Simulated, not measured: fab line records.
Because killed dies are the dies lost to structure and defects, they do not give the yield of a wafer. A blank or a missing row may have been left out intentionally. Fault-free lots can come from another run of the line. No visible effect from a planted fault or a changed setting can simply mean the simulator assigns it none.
A lot that was struck, set against a sound lot    flow n5Finfet    16 out of 1938 route steps
Sound: the wafers L940.1, L940.3, L940.4. Struck: wafer L933.4 (left out: L933.1, a lot-mate that was not struck); the cause follows at the end.
At each step with rows: each side's tool, then ch and its chambers, then its first start. Under that, the readings that differ: sound wafers    struck wafers    difference of the means    sigmas: that difference in standard deviations of wafers without a fault.
alike: readings with means less than 2 such deviations apart, plus words and numbers identical on both sides. not compared: withheld readings, readings lacking a value on some wafer, bounds such as >300 that could conceal the same value, and numbers that have no deviation in the record and whose values overlap.
The two part at a step that has a row with sigmas, a row that says differs or no value, or rows on one side only. Numbers that don't overlap but have no deviation are shown without sigmas and don't part them. A reading that every wafer of one side lacks parts them only if that side has two wafers or more.

first, 1 step without rows for these wafers: N5_MOL_CONTACT_COAG_STRIP_69 (strips in N2/H2).
N5_MOL_CONTACT_COAG_ETCHBACK_136: etches SiO2 in CHF3, target depth 25 nm, time 16.7 s.
  sound on rieDiel-04 ch 0,2,3, day 8 19:26; struck on rieDiel-04 ch 2, day 6 23:38
  alike: biasW, chamberPressureMTorr, drypumpMotorCurrentA, oes_ar_750_au, oes_f_703_au, oesProductAu, rfVppV, showerheadPlenumPTorr, throttleValvePct
  not compared: rfHoursCounterH
then, 2 steps without rows for these wafers: N5_MOL_CONTACT_COAG_STRIP_120 (strips in CHF3); N5_MOL_CONTACT_COAG_VIA_ETCH_117 (etches SiO2 in C4F6/O2, target depth 40 nm, overetch 8 nm, time 26 s).
N5_MOL_CONTACT_COAG_ETCH_124: etches SiNx in CH3F/O2, stops on SiOC, target depth 6.5 nm.
  sound on rieDiel-04 ch 0,2,3, day 8 19:30; struck on rieDiel-04 ch 2, day 6 23:42
  alike: O2_flow_sccm, biasW, chamberPressureMTorr, drypumpMotorCurrentA, oes_ar_750_au, oes_f_703_au, oesProductAu, rfVppV, showerheadPlenumPTorr, throttleValvePct
  not compared: rfHoursCounterH
N5_MOL_CONTACT_COAG_ETCH_48: etches SiOC in C4F6/O2, target depth 15 nm, overetch 4.5 nm, time 17 s.
  sound on rieDiel-04 ch 0,2,3, day 8 19:32; struck on rieDiel-04 ch 2, day 6 23:44
  alike: O2_flow_sccm, biasW, chamberPressureMTorr, drypumpMotorCurrentA, oes_ar_750_au, oes_f_703_au, oesProductAu, rfVppV, showerheadPlenumPTorr, throttleValvePct
  not compared: rfHoursCounterH
N5_MOL_CONTACT_COAG_STRIP_72: strips in N2/H2.
  sound on rieDiel-04 ch 0,2,3, day 8 19:35; struck on rieDiel-04 ch 2, day 6 23:47
reading     sound           struck  difference  sigmas
rfVppV (V)  58.1 55.7 58.5  63.2    +5.8        +3
  alike: chamberPressureMTorr, drypumpMotorCurrentA, n2FlowSccm, oesProductAu, showerheadPlenumPTorr, tempC, throttleValvePct
  not compared: rfHoursCounterH
N5_MOL_CONTACT_COAG_STRIP_49: strips in N2/H2, time 30 s.
  sound on plasmaAsher-02 ch 0,1, day 8 19:40; struck on plasmaAsher-01 ch 1, day 6 23:52
  alike: drypumpMotorCurrentA, heaterPowerW, n2FlowSccm, tempC
  not compared: rfHoursCounterH
then, 2 steps without rows for these wafers: N5_MOL_CONTACT_COAG_PRECLEAN_138 (cleans in alkaline clean, time 60 s); N5_MOL_CONTACT_COAG_SRD_139 (time 30 s).
N5_MOL_CONTACT_COAG_CD_MEAS_101: target cd 16 nm.
  struck on cdSem-02, day 7 00:01; sound on cdSem-01, day 8 19:49
  alike: cdNm
next, for these wafers, 1 step has no rows: N5_MOL_CONTACT_COAG_PRE_CLEAN_121.
N5_MOL_CONTACT_COAG_CVD_140: deposits W, target thk 66.5 nm, time 215 s.
  sound on cvdW-01 ch 1, day 8 20:02; struck on cvdW-02 ch 0, day 7 00:09
reading         sound              struck  difference  sigmas
runLengthS (s)  285.7 285.7 285.5  371.9   +86.3       +99 or more
  alike: heaterPowerW
then, 1 step without rows for these wafers: N5_MOL_CONTACT_COAG_PRECLEAN_127 (cleans in DIW, time 57.5 s).
-- here the record skips 3 days between the struck wafers' starts before and after, leaving off in module MOL_CONTACT_COAG and picking up in module BEOL_M4 (first step shown: number 1111 of the route) --
N5_BEOL_M4_RC_MEAS_101:
  sound on prober-01 ch 0, day 11 09:48; struck on prober-01 ch 0, day 9 22:14
  alike: DIBL_N, DIBL_P, IOFF_N, IOFF_P, ION_N, ION_P, SS_N, SS_P, VT_N, VT_P
-- here the record skips 4 days between the struck wafers' starts before and after, leaving off in module BEOL_M4 and picking up in module PASSIVATION (first step shown: number 1936 of the route) --
N5_PASSIVATION_PROBE_49:
  rows exist in the record for the struck wafers here (prober-02, day 14 03:53), but not for the sound ones

## WHERE THEY PART
Last at N5_PASSIVATION_PROBE_49 as far as this record goes, first at N5_MOL_CONTACT_COAG_STRIP_72.

WHY: the cause the simulator had injected
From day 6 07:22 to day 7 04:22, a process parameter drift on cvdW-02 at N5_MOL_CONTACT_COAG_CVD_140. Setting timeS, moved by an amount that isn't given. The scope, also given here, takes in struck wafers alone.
